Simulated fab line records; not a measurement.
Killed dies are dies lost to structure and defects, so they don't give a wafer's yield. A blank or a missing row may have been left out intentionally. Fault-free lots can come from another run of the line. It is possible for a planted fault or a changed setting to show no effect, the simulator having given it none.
2 desks looking at one fault :: flow nand-harc :: what lay behind the numbers comes last; until then each desk has only its own

## THE METROLOGY DESK
Means of the sampled wafers that have a number, per lot and without regard to the tool the lot ran on: this is what the gauges read. The brackets show how far a lot's mean lies from the usual mean; more than 4 standard deviations puts the lot out of limits, marked OUT.
Columns: A = cd-nm at NHARC_A_BLC_CD_MEAS_19, usual 100.2 nm
lot: L189
first seen here: day 23 06:31
A: 101.8

lot: L191
first seen here: day 23 11:44
A: 100.1

lot: L192
first seen here: day 24 23:02
A: 100.2

lot: L195
first seen here: day 25 02:09
A: 101.2

lot: L201
first seen here: day 27 14:55
A: 100.8

lot: L202
first seen here: day 28 09:31
A: 101.5

lot: L205
first seen here: day 28 21:01
A: 99.8

lot: L208
first seen here: day 30 21:19
A: 98.3

lot: L207
first seen here: day 30 22:24
A: 99.8

lot: L210
first seen here: day 31 07:49
A: 101.3

lot: L211
first seen here: day 31 15:30
A: 97.6

lot: L212
first seen here: day 32 10:50
A: 102.1
This desk's verdict: no lot among the 12 shows anything out of limits.

## DESK OF THE TOOL OWNER: litho-track-04
The tool's own readings at NHARC_A_M0_SOFTBAKE_04 (time 55 s): means of the sampled wafers that have a number, for each lot that ran on this tool. The brackets show how far a lot's mean lies from the usual mean; more than 4 standard deviations puts the lot out of limits, marked OUT.
Columns: A = chill-plate-temp-C at NHARC_A_M0_SOFTBAKE_04, usual 22.98 C; B = heater-power-total-W at NHARC_A_M0_SOFTBAKE_04, usual 188.44 W; C = plate-temp-C at NHARC_A_M0_SOFTBAKE_04, usual 105.01 C
lot: L192
first seen here: day 25 01:00
A: 22.85
B: 188.35
C: 104.87

lot: L195
first seen here: day 25 04:00
A: 23.06
B: 188.57
C: 104.96

lot: L201
first seen here: day 27 17:00
A: 22.86
B: 222.59 (+99 or more) OUT
C: -

lot: L202
first seen here: day 28 11:00
A: 22.98
B: 211.12 (+99 or more) OUT
C: 104.97

lot: L208
first seen here: day 31 00:00
A: 23.01
B: 188.41
C: 104.88

lot: L207
first seen here: day 31 01:00
A: 22.96
B: 188.45
C: 104.95

lot: L211
first seen here: day 31 17:00
A: 23.04
B: 188.42
C: 105.04
Finding of this desk: L201, L202 out of limits; the first was L201 at day 27 17:00, on heater-power-total-W at NHARC_A_M0_SOFTBAKE_04. L192, L195, L208, L207, L211: within limits.

## TAKEN TOGETHER
The tool owner's desk could have raised an alarm at day 27 17:00, on L201, L202.
At the metrology desk, nothing out of limits was observed.
The metrology desk has L201, L202 on record, within its limits.
Of the lots named, all ran NHARC_A_M0_SOFTBAKE_04 on litho-track-04.

## WHAT WAS PUT IN BY THE SIMULATOR
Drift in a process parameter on litho-track-04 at NHARC_A_M0_SOFTBAKE_04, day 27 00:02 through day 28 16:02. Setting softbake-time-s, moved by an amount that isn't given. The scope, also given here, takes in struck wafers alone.
Shown lots that were struck: L201, L202.
Delay in hours, fault start to first out-of-limits reading, by desk: the tool owner's desk at 17.
